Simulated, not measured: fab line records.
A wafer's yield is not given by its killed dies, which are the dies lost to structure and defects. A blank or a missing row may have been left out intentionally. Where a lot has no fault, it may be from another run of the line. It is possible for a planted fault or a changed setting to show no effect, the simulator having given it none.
fab line records	flow nandHarc
record lots=4	wafers=12	lastDay=34
route steps=1302 shown A_CHANNEL_HOLE_D2@580 A_CHANNEL_FILL_D2@610 END@1301
lots that met no fault: from a run of the same line without faults
startH: hours from the record's opening day to when the first of the lot's shown wafers began	waitH: time in hours since the lot's previous step	" identical to the entry in the row above	L1.1+2: several wafers, shown together as one row	- value missing, or start not given	* or withheld: withheld	< > ~ a bound
route shown NAME@n: names a module that has steps shown in the file, with the first one's number in the route	usual: average and standard deviation across the fault-free wafers	same: alike in all rows	chamber/n: place in a boat	sites: readings site by site	_std_site: the values' standard deviation	_edge_site: mean of outer sites minus mean of inner sites	radiusMm: for every site, how far away it sits from the centre of the wafer	mask NAME#n: copy n	behind: tool/chamber where the wafer was last shaped	hold: what put the lot on hold/how long, in hours/how the hold closed	device: which transistor (n, p or np) failed to switch	end of line: the same wafers' tests at the end of the route	for a step that has no rows: nothing shown but its recipe	killed: count of dies lost to structure and defects at first sort (not the wafer's yield)	map: a wafer's dies, x killed, . not, _ none there
set.NAME: the run value of the setting; set.NAME@STEP: its run value at that earlier step	model.NAME: the simulator's own value behind a step, which no gauge read
a table for each step, a row for each wafer; lots at some steps of the route
services: when a tool's chamber went out of use (startH, in hours from the record's first day, below 0 if earlier), for how many hours, and the reason
## steps
# step NHARC_A_CHANNEL_HOLE_D2_PEB_08
# recipe pebTempC=100	pebTimeS=65
# step NHARC_A_CHANNEL_HOLE_D2_DEVELOP_09
# recipe developTimeS=35	devTempC=23
# step NHARC_A_CHANNEL_HOLE_D2_DESCUM_15
# recipe timeS=3	o2FlowSccm=200	arFlowSccm=0	biasPowerW=0	chemistry=O2
# step NHARC_A_CHANNEL_HOLE_D2_ETCH_38
# recipe targetDepthA=390	overEtchFrac=0.3	timeS=65	ionEnergyEv=80	cf4FlowSccm=150	arFlowSccm=0	rfW=300	biasW=100	chemistry=CF4
# step NHARC_A_CHANNEL_HOLE_D2_ETCH_39
# recipe targetDepthA=2600	overEtchFrac=0.3	timeS=325	ionEnergyEv=200	n2FlowSccm=150	h2FlowSccm=150	arFlowSccm=0	rfW=400	biasW=150	chemistry=N2/H2
# step NHARC_A_CHANNEL_HOLE_D2_ETCH_34
# recipe targetDepthA=1540	timeS=77	cf4FlowSccm=100	chf3FlowSccm=30	arFlowSccm=0	rfW=500	biasW=200	chemistry=CF4/CHF3
# step NHARC_A_CHANNEL_HOLE_D2_ETCH_16
# recipe targetDepthA=31000	overEtchFrac=0.3	timeS=806	ionEnergyEv=150	o2FlowSccm=400	cosFlowSccm=20	arFlowSccm=0	rfW=500	biasW=300	chemistry=O2/COS
# step NHARC_A_CHANNEL_HOLE_D2_ETCH_19
# recipe biasV=1200	sourceW=2500	pressureMtorr=15	timeS=34.5	arFlowSccm=375	c4f8FlowSccm=28.8	o2FlowSccm=96.2	tempC=-20	targetDepthA=*	chemistry=C4F8/O2/Ar
# step NHARC_A_CHANNEL_HOLE_D2_ETCH_20
# recipe biasV=3000	sourceW=withheld	pressureMtorr=20	timeS=361.9	arFlowSccm=375	c4f8FlowSccm=89.3	o2FlowSccm=35.7	tempC=-20	targetDepthA=16000	chemistry=C4F8/O2/Ar
# usual drypumpMotorCurrentA=5.8/0.44	showerheadPlenumPTorr=3.70/0.11	tempC=-20.00/0.11	throttleValvePct=32.155/0.0094
lot.wafer	tool	chamber	startH	waitH	drypumpMotorCurrentA	rfHoursCounterH	showerheadPlenumPTorr	tempC	throttleValvePct
L475.2	harEtch-01	0	406.83	0.1	5.9	214	3.65	-19.99	32.157
L475.6	"	0	"	"	5.9	-	3.65	-19.90	32.165
L475.5	"	1	"	"	5.9	-	3.66	-20.08	32.165
L474.2	harEtch-01	1	411.01	0.1	5.9	218	3.66	-20.08	32.152
L474.3	"	1	"	"	5.9	-	3.66	-20.19	32.177
L474.5	"	0	"	"	5.8	-	3.65	-20.00	32.144
L480.1	harEtch-02	1	458.87	0.1	5.1	39	3.69	-19.90	32.178
L480.3	"	1	"	"	5.1	-	3.69	-19.91	32.150
L480.6	"	1	"	"	5.1	-	3.69	-19.93	32.139
L486.1	harEtch-01	1	543.60	0.1	5.9	285	3.62	-20.06	32.165
L486.2	"	0	"	"	5.9	285	3.61	-20.17	32.153
L486.4	"	0	"	"	5.9	-	3.61	-20.20	32.174
# step NHARC_A_CHANNEL_HOLE_D2_ETCH_21
# recipe biasV=3000	sourceW=withheld	pressureMtorr=20	timeS=514.3	arFlowSccm=375	c4f8FlowSccm=89.3	o2FlowSccm=35.7	tempC=-20	targetDepthA=16000	chemistry=C4F8/O2/Ar
# step NHARC_A_CHANNEL_HOLE_D2_ETCH_22
# recipe biasV=3000	sourceW=withheld	pressureMtorr=20	timeS=666.7	arFlowSccm=375	c4f8FlowSccm=89.3	o2FlowSccm=35.7	tempC=-20	targetDepthA=16000	chemistry=C4F8/O2/Ar
# step NHARC_A_CHANNEL_HOLE_D2_ETCH_23
# recipe biasV=5000	sourceW=withheld	pressureMtorr=20	timeS=819	arFlowSccm=375	c4f8FlowSccm=89.3	o2FlowSccm=35.7	tempC=-20	targetDepthA=16000	chemistry=C4F8/O2/Ar
# step NHARC_A_CHANNEL_HOLE_D2_ETCH_24
# recipe biasV=5000	sourceW=withheld	pressureMtorr=20	timeS=906.2	arFlowSccm=375	c4f8FlowSccm=93.8	o2FlowSccm=31.2	tempC=-20	targetDepthA=15000	chemistry=C4F8/O2/Ar
# step NHARC_A_CHANNEL_HOLE_D2_ETCH_25
# recipe biasV=5000	sourceW=withheld	pressureMtorr=20	timeS=1040.2	arFlowSccm=375	c4f8FlowSccm=93.8	o2FlowSccm=31.2	tempC=-20	targetDepthA=15000	chemistry=C4F8/O2/Ar
# step NHARC_A_CHANNEL_HOLE_D2_ETCH_26
# recipe biasV=300	sourceW=2000	pressureMtorr=30	timeS=224.1	arFlowSccm=375	c4f8FlowSccm=11.4	o2FlowSccm=113.6	tempC=-20	targetDepthA=3000	chemistry=C4F8/O2/Ar
# step NHARC_A_CHANNEL_HOLE_D2_ETCH_27
# recipe biasV=400	sourceW=2000	pressureMtorr=25	timeS=90	arFlowSccm=375	c4f8FlowSccm=41.7	o2FlowSccm=83.3	tempC=-20	targetDepthA=4000	chemistry=C4F8/O2/Ar
# step NHARC_A_CHANNEL_HOLE_D2_STRIP_41
# recipe n2FlowSccm=150	h2FlowSccm=150	arFlowSccm=0	biasW=0	chemistry=N2/H2
# step NHARC_A_CHANNEL_HOLE_D2_STRIP_42
# recipe cf4FlowSccm=100	chf3FlowSccm=30	arFlowSccm=0	biasW=0	chemistry=CF4/CHF3
# step NHARC_A_CHANNEL_HOLE_D2_STRIP_43
# recipe o2FlowSccm=400	cosFlowSccm=20	arFlowSccm=0	biasW=0	chemistry=O2/COS
# step NHARC_A_CHANNEL_HOLE_D2_ETCH_44
# recipe targetDepthA=1400	overetchA=140	timeS=77	ionEnergyEv=100	cf4FlowSccm=80	o2FlowSccm=20	arFlowSccm=0	rfW=300	biasW=100	chemistry=CF4/O2
# step NHARC_A_CHANNEL_HOLE_D2_STRIP_28
# recipe o2FlowSccm=500	arFlowSccm=0	biasW=0	chemistry=O2
# step NHARC_A_CHANNEL_HOLE_D2_PRECLEAN_29
# recipe timeS=*	tempC=50	bathAgeMin=0	chemistry=SC1
# step NHARC_A_CHANNEL_HOLE_D2_SRD_30
# step NHARC_A_CHANNEL_HOLE_D2_XSEM_32
# recipe landingEnergyEv=35000
# usual botCdNm=75.1/1.3	bowNm=8.65/0.23	tiltDeg=0.07/0.041
# same landingEnergyEv=35000
lot.wafer	tool	chamber	startH	waitH	botCdNm	bowNm	tiltDeg
L475.2	xsem-02	0	412.35	0.1	77.4	20.19	0.10
L475.5	"	0	"	"	75.4	8.61	0.10
L475.6	"	0	"	"	77.7	20.22	0.10
L474.2	xsem-02	0	416.51	0.1	75.0	8.79	0.05
L474.3	"	0	"	"	76.3	8.87	0.05
L474.5	"	0	"	"	73.7	19.57	0.05
L480.1	xsem-01	0	464.34	0.1	74.8	8.77	0.16
L480.3	"	0	"	"	75.5	8.75	0.16
L480.6	"	0	"	"	74.6	8.78	0.16
L486.1	xsem-02	0	549.07	0.1	75.0	8.39	0.11
L486.2	"	0	"	"	74.7	8.33	0.11
L486.4	"	0	"	"	73.8	8.27	0.11
# step NHARC_A_CHANNEL_FILL_D2_PRECLEAN_00
# recipe timeS=*	tempC=50	bathAgeMin=0	chemistry=SC1
# step NHARC_A_CHANNEL_FILL_D2_SRD_01
# step NHARC_A_CHANNEL_FILL_D2_ALD_02
# recipe targetThkA=60	pulseTimeS=10	aldCycles=60	tempC=300	material=SiO2
# step NHARC_A_CHANNEL_FILL_D2_ALD_03
# recipe targetThkA=60	pulseTimeS=60	aldCycles=58	tempC=630	pressureTorr=2	material=SiNx
# step NHARC_A_CHANNEL_FILL_D2_ALD_14
# recipe targetThkA=25	pulseTimeS=10	aldCycles=25	tempC=300	material=SiO2
# step NHARC_A_CHANNEL_FILL_D2_ALD_15
# recipe targetThkA=20	pulseTimeS=60	aldCycles=19	tempC=630	pressureTorr=2	material=SiNx
# step NHARC_A_CHANNEL_FILL_D2_ALD_16
# recipe targetThkA=15	pulseTimeS=10	aldCycles=15	tempC=300	material=SiO2
# step NHARC_A_CHANNEL_FILL_D2_ANNEAL_17
# recipe tempC=850	timeS=1800
# step NHARC_A_CHANNEL_FILL_D2_CVD_18
# recipe targetThkA=30	tempC=550	material=poly-Si
# step NHARC_A_CHANNEL_FILL_D2_ETCHBACK_19
# recipe targetDepthA=50	timeS=1.7	hbrFlowSccm=150	cl2FlowSccm=50	rfW=400	icpW=400	biasW=100	chemistry=HBr/Cl2
# step NHARC_A_CHANNEL_FILL_D2_ETCHBACK_20
# recipe targetDepthA=270	timeS=13.5	c4f8FlowSccm=withheld	o2FlowSccm=8	arFlowSccm=withheld	rfW=600	biasW=1500	chemistry=C4F8/O2/Ar
# step NHARC_A_CHANNEL_FILL_D2_STRIP_28
# recipe timeS=20	o2FlowSccm=500	arFlowSccm=0	biasW=0	chemistry=O2
# step NHARC_END_WLT_00
# usual VT_DECK1_BOTTOM=0.869/0.0075	VT_DECK1_BOTTOM_INNER=0.870/0.008	VT_DECK1_MEDIAN_NEAR_BOTTOM=0.871/0.008	VT_DECK1_MEDIAN_NEAR_BOTTOM_INNER=0.871/0.0074	VT_DECK1_MIDDLE=0.882/0.0079	VT_DECK1_MIDDLE_INNER=0.883/0.0075	VT_DECK1_TOP=0.894/0.0081	VT_DECK1_TOP_INNER=0.893/0.0071	VT_DECK2_BOTTOM=0.871/0.008	VT_DECK2_BOTTOM_INNER=0.871/0.0082	VT_DECK2_MEDIAN_NEAR_BOTTOM=0.872/0.0076	VT_DECK2_MEDIAN_NEAR_BOTTOM_INNER=0.872/0.0072	VT_DECK2_MIDDLE=0.883/0.0064	VT_DECK2_MIDDLE_INNER=0.884/0.0073	VT_DECK2_TOP=0.896/0.0076	VT_DECK2_TOP_INNER=0.896/0.0077
lot.wafer	tool	chamber	startH	waitH	VT_DECK1_BOTTOM	VT_DECK1_BOTTOM_INNER	VT_DECK1_MEDIAN_NEAR_BOTTOM	VT_DECK1_MEDIAN_NEAR_BOTTOM_INNER	VT_DECK1_MIDDLE	VT_DECK1_MIDDLE_INNER	VT_DECK1_TOP	VT_DECK1_TOP_INNER	VT_DECK2_BOTTOM	VT_DECK2_BOTTOM_INNER	VT_DECK2_MEDIAN_NEAR_BOTTOM	VT_DECK2_MEDIAN_NEAR_BOTTOM_INNER	VT_DECK2_MIDDLE	VT_DECK2_MIDDLE_INNER	VT_DECK2_TOP	VT_DECK2_TOP_INNER
L474.2	prober-01	-	668.48	0.5	0.856	0.851	0.853	0.864	0.873	0.875	0.872	0.889	0.873	0.876	0.869	0.875	0.893	0.886	0.897	0.896
L474.3	"	-	"	"	0.869	0.870	0.873	0.862	0.882	0.887	0.876	0.881	0.882	0.883	0.884	0.878	0.887	0.889	0.899	0.894
L474.5	"	-	669.98	2.0	0.869	0.867	0.872	0.866	0.874	0.873	0.885	0.886	0.876	0.867	0.906	0.894	0.887	0.888	0.899	0.896
L475.2	prober-02	-	668.50	0.6	0.893	0.892	0.890	0.888	0.895	0.904	0.915	0.902	0.881	0.883	0.916	0.919	0.899	0.892	0.908	0.913
L475.5	"	-	670.00	2.1	0.873	0.874	0.886	0.880	0.892	0.895	0.900	0.912	0.885	0.877	0.876	0.880	0.893	0.897	0.900	0.905
L475.6	"	-	"	"	0.888	0.889	0.893	0.893	0.900	0.907	0.905	0.904	0.884	0.888	0.910	0.914	0.887	0.898	0.904	0.900
L480.1	prober-01	-	722.06	0.0	0.875	0.866	0.874	0.874	0.872	0.879	0.892	0.888	0.870	0.868	0.877	0.874	0.877	0.884	0.899	0.910
L480.3	"	-	"	"	0.866	0.866	0.863	0.861	0.871	0.868	0.892	0.898	0.863	0.874	0.872	0.878	0.877	0.882	0.896	0.895
L480.6	"	-	724.55	2.5	0.864	0.867	0.866	0.863	0.881	0.875	0.886	0.891	0.866	0.874	0.869	0.874	0.887	0.882	0.898	0.896
L486.1	prober-01	-	808.17	0.0	0.868	0.872	0.870	0.873	0.885	0.880	0.898	0.902	0.873	0.862	0.862	0.871	0.880	0.886	0.902	0.899
L486.2	"	-	"	"	0.875	0.878	0.878	0.873	0.885	0.894	0.899	0.895	0.873	0.873	0.870	0.869	0.889	0.880	0.900	0.895
L486.4	"	-	809.70	1.6	0.866	0.857	0.866	0.870	0.877	0.885	0.891	0.889	0.869	0.874	0.870	0.863	0.883	0.888	0.892	0.900
# step NHARC_END_SORT_01
# recipe tempC=25
# usual killedAtArray=56/21	killedAtOther=0.8/1	killedAtPeriphery=3.6/2.8	killedDies=60/20	killedOpen=3.2/1.9	killedShort=2.4/1.6
# same grossDies=677
lot.wafer	tool	chamber	startH	waitH	killedAtArray	killedAtOther	killedAtPeriphery	killedDies	killedOpen	killedShort
L474.2	prober-01	0	671.78	2.8	35	1	4	40	0	1
L474.3	prober-01	0	672.58	3.1	49	2	10	61	4	5
L474.5	prober-01	0	674.18	3.7	47	3	11	61	3	2
L475.2	prober-02	0	671.80	2.8	31	0	11	42	7	1
L475.5	prober-02	0	674.18	3.7	26	0	3	29	4	1
L475.6	prober-02	0	674.97	4.0	34	2	6	42	3	2
L480.1	prober-01	0	725.05	2.5	44	1	4	49	3	6
L480.3	prober-01	0	726.64	3.1	47	2	3	52	6	2
L480.6	prober-01	0	729.02	4.0	43	0	4	47	4	5
L486.1	prober-01	0	811.22	2.5	46	0	4	50	7	5
L486.2	prober-01	0	812.02	2.8	50	2	2	54	1	5
L486.4	prober-01	0	813.62	3.4	60	0	2	62	4	1
# killed by level:class
L474.2 A_SLIT:chamberFilmFlake=20 A_CHANNEL_HOLE_D2:chamberFilmFlake=9 P_CONTACT:chamberFilmFlake=2 P_BONDPAD:chamberFilmFlake=2 A_CHANNEL_HOLE_D1:chamberFilmFlake=2 A_STAIRCASE:chamberFilmFlake=2 A_ONON_D2:geometricParticle:short=1 A_M0:chamberFilmFlake=1
L475.2 A_CHANNEL_HOLE_D2:chamberFilmFlake=13 A_CHANNEL_HOLE_D1:chamberFilmFlake=6 P_BONDPAD:chamberFilmFlake=4 A_STAIRCASE:chamberFilmFlake=3 P_GATE:geometricParticle:open=2 P_M0:geometricParticle:open=2 P_GATE:chamberFilmFlake=2 A_SGD_CUT:chamberFilmFlake=2
L474.3 A_SLIT:chamberFilmFlake=21 P_CONTACT:chamberFilmFlake=6 A_CHANNEL_HOLE_D1:chamberFilmFlake=4 A_CHANNEL_HOLE_D2:chamberFilmFlake=4 A_STAIRCASE:chamberFilmFlake=4 A_CONTACT:chamberFilmFlake=4 P_BONDPAD:chamberFilmFlake=3 A_WL_FILL:chamberFilmFlake=3
L475.5 A_CHANNEL_HOLE_D2:chamberFilmFlake=10 A_CHANNEL_HOLE_D1:chamberFilmFlake=4 A_CONTACT:chamberFilmFlake=4 A_SGD_CUT:chamberFilmFlake=2 P_GATE:geometricParticle:open=1 P_CONTACT:geometricParticle:open=1 A_DECK1_JOINT:geometricParticle:short=1 A_M0:geometricParticle:open=1
L474.5 A_SLIT:chamberFilmFlake=24 A_CHANNEL_HOLE_D2:chamberFilmFlake=10 P_CONTACT:chamberFilmFlake=7 P_BONDPAD:chamberFilmFlake=3 A_CHANNEL_HOLE_D1:chamberFilmFlake=3 THIN_TSV:chamberFilmFlake=3 A_WL_FILL:chamberFilmFlake=2 P_CONTACT:geometricParticle:open=1
L475.6 A_CHANNEL_HOLE_D2:chamberFilmFlake=14 A_CHANNEL_HOLE_D1:chamberFilmFlake=7 A_CONTACT:chamberFilmFlake=4 P_GATE:chamberFilmFlake=3 A_BLC:chamberFilmFlake=3 P_M1:geometricParticle:short=1 A_CHANNEL_FILL_D1:geometricParticle:open=1 A_WL_FILL:geometricParticle:short=1
L480.1 A_SLIT:chamberFilmFlake=24 A_CHANNEL_HOLE_D1:chamberFilmFlake=6 A_CONTACT:chamberFilmFlake=6 P_STI:geometricParticle:short=2 A_ONON_D1:geometricParticle:short=2 A_WL_FILL:geometricParticle:open=2 P_GATE:chamberFilmFlake=2 A_CHANNEL_FILL_D1:geometricParticle:short=1
L480.3 A_SLIT:chamberFilmFlake=22 A_CHANNEL_HOLE_D1:chamberFilmFlake=9 A_CONTACT:chamberFilmFlake=7 P_GATE:geometricParticle:open=1 P_M1:geometricParticle:open=1 A_ONON_D1:geometricParticle:short=1 A_CHANNEL_HOLE_D1:geometricParticle:short=1 A_WL_FILL:geometricParticle:open=1
L480.6 A_SLIT:chamberFilmFlake=25 A_CONTACT:chamberFilmFlake=9 A_CHANNEL_HOLE_D1:chamberFilmFlake=3 P_CONTACT:geometricParticle:open=1 P_M0:geometricParticle:short=1 P_M1:geometricParticle:short=1 P_M1:geometricParticle:open=1 A_ONON_D1:geometricParticle:short=1
L486.1 A_SLIT:chamberFilmFlake=15 A_CHANNEL_HOLE_D2:chamberFilmFlake=13 A_CONTACT:chamberFilmFlake=5 A_CHANNEL_FILL_D2:geometricParticle:open=2 A_M1:chamberFilmFlake=2 P_CONTACT:geometricParticle:short=1 P_M0:geometricParticle:short=1 P_M0:geometricParticle:open=1
L486.2 A_CHANNEL_HOLE_D2:chamberFilmFlake=21 A_SLIT:chamberFilmFlake=19 A_WL_FILL:geometricParticle:short=2 A_CONTACT:chamberFilmFlake=2 A_M1:chamberFilmFlake=2 THIN_TSV:chamberFilmFlake=2 P_STI:geometricParticle:short=1 A_CHANNEL_HOLE_D1:geometricParticle:open=1
L486.4 A_CHANNEL_HOLE_D2:chamberFilmFlake=30 A_SLIT:chamberFilmFlake=20 A_M1:chamberFilmFlake=4 A_CONTACT:chamberFilmFlake=3 P_CONTACT:geometricParticle:open=1 P_M0:geometricParticle:open=1 A_CHANNEL_FILL_D2:geometricParticle:open=1 A_M0:geometricParticle:open=1
## services
tool	chamber	startH	hours	kind
harEtch-02	0	394.67	-	clean
harEtch-02	0	394.67	-	consumableReplace:focusRing
harEtch-02	0	394.67	-	consumableReplace:showerhead
harEtch-02	1	394.67	-	clean
harEtch-02	1	394.67	-	consumableReplace:focusRing
harEtch-01	-	454.00	10.4	repair
## key
firstSign step=NHARC_A_CHANNEL_HOLE_D2_XSEM_32	reading=bowNm	direction=up	sigmas=50	usual=8.65	struck=19.99	through=controlLoop
effect step=NHARC_END_WLT_00	reading=VT_DECK2_MEDIAN_NEAR_BOTTOM_INNER	direction=up	sigmas=5.1	usual=0.872	struck=0.909
metAt NHARC_A_CHANNEL_HOLE_D2_ETCH_20
struckWafers L474.5,L475.2,L475.6
testerLeftOut L474,L475
loopTrim step=NHARC_A_CHANNEL_HOLE_D2_EXPOSE_07	setting=dose	lots=L474
fault kind=processParameterDrift	tool=harEtch-01	chamber=0	onsetH=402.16	steps=NHARC_A_CHANNEL_HOLE_D2_ETCH_20	channel=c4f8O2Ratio	offset=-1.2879	shape=step	endH=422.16	actsIn=theseRecipesOnly	stated=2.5
# testerLeftOut: of these lots the tester's yield and bins aren't shown, on N5 and GAA mostly nor the transistor test; their killed dies are dies lost to structure and defects alone, not to doping, threshold or leakage, so they don't give the yield
# loopTrim: a control loop set the setting to another value than it would have without faults
